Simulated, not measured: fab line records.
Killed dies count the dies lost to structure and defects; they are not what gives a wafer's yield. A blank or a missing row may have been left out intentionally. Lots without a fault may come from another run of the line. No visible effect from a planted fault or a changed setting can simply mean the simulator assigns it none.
Comparing a struck lot with a sound one	flow nandHarc	15 steps out of a route of 1159
Sound: these wafers, L400.3, L400.4, L400.6. Struck: wafer L406.4 (left out: L406.2, L406.3 of the same lot, which were not struck); the cause appears at the end.
At each step with rows: each side's tool, then ch and its chambers, then its first start. Under that, the readings that differ: sound wafers	struck wafers	difference of the means	sigmas: that difference in standard deviations of wafers without a fault.
alike: words and numbers the same on both sides, and readings whose means are apart by under 2 such deviations; not compared: readings that were withheld, readings missing a value for some wafer, numbers with overlapping values and no deviation given by the record, and bounds like >300 which may hide the same value.
A row with sigmas, a row that says differs or no value, or rows on one side alone: a step with any of these is where the two part. Non-overlapping numbers with no deviation appear without sigmas and do not part them. Lack of a reading on every wafer of one side parts them only where that side has two or more wafers.

first, 4 steps without rows for these wafers: NHARC_P_M2_EBR_05; NHARC_P_M2_EXPOSE_06 (exposes mask P M2, target cd 170 nm); NHARC_P_M2_PEB_07 (peb time 65 s); NHARC_P_M2_DEVELOP_08 (develop time 35 s).
NHARC_P_M2_CD_MEAS_09 targets a cd of 170 nm.
  sound on cdSem-03 ch 0, day 6 15:55; struck on cdSem-01 ch 0, day 7 22:17
  alike: cdNm
NHARC_P_M2_OVL_MEAS_10: pitch 340 nm.
  sound: overlay-02 at day 6 15:59; struck: overlay-01 at day 7 22:22
reading	sound	struck	difference	sigmas
overlayYNm (nm)	1.0 1.8 1.1	-0.4	-1.7	-2
  alike: overlayXNm
NHARC_P_M2_INSPECT_11:
  sound: defectInspect-02 at day 6 16:02; struck: defectInspect-02 at day 7 22:25
  alike: rawDefectCount
NHARC_P_M2_DESCUM_14: chemistry O2, time 3 s.
  sound on rieDiel-03 ch 0,2, day 6 16:05; struck on rieDiel-03 ch 3, day 7 22:28
  alike: drypumpMotorCurrentA, oesProductAu, rfVppV, showerheadPlenumPTorr, throttleValvePct
  not compared: rfHoursCounterH
NHARC_P_M2_ETCH_35: etches the open film in N2/H2, target depth 40 nm, overetch 12 nm, time 43.94 s.
  sound on rieDiel-03 ch 0,3, day 6 16:11; struck on rieDiel-03 ch 0, day 7 22:33
reading	sound	struck	difference	sigmas
oesProductAu (a.u.)	0.990 0.999 0.988	1.019	+0.027	+2
  alike: drypumpMotorCurrentA, h2FlowSccm, rfVppV, runLengthS, showerheadPlenumPTorr, throttleValvePct
  not compared: rfHoursCounterH
NHARC_P_M2_ETCH_15: etches the open film in C4F8/Ar, target depth 182.5 nm, time 91.2 s.
  sound: rieDiel-03 ch 1,2; struck: rieDiel-03 ch 2
  alike: oesProductAu, rfVppV, runLengthS
  not compared: rfHoursCounterH
NHARC_P_M2_CD_MEAS_16:
  sound: cdSem-02 at day 6 16:24; struck: cdSem-02 at day 7 22:47
  alike: cdNm
NHARC_P_M2_STRIP_18: strips in N2/H2.
  sound on rieDiel-03 ch 0,2,3, day 6 16:29; struck on rieDiel-03 ch 1, day 7 22:52
  alike: drypumpMotorCurrentA, h2FlowSccm, oesProductAu, rfVppV, showerheadPlenumPTorr, throttleValvePct
  not compared: rfHoursCounterH
NHARC_P_M2_ETCH_28: etches the open film in CF4/N2, target depth 30 nm, time 72.99 s.
  sound on rieDiel-03 ch 0,1,2, day 6 16:43; struck on rieDiel-03 ch 3, day 7 23:05
reading	sound	struck	difference	sigmas
rfVppV (V)	311.4 318.5 316.8	310.4	-5.2	-2
runLengthS (s)	94.3 94.3 93.7	69.1	-25.0	-69
  alike: drypumpMotorCurrentA, oesProductAu, showerheadPlenumPTorr, throttleValvePct
  not compared: rfHoursCounterH
then, 1 step without rows for these wafers: NHARC_P_M2_STRIP_19 (strips in post etch residue remover, time 600 s).
-- the record jumps here: 14 days lie between the struck wafers' starts before and after (it left off in module P_M2 and takes up again in module END, whose first step shown is number 1159 of the route) --
NHARC_END_SORT_01:
  here the record holds rows for the struck wafers (prober-02 ch 0, day 21 15:20) but none for the sound ones

WHERE THEY PART
Last at NHARC_END_SORT_01 as far as this record goes, first at NHARC_P_M2_OVL_MEAS_10.

WHY: what the simulator had put in
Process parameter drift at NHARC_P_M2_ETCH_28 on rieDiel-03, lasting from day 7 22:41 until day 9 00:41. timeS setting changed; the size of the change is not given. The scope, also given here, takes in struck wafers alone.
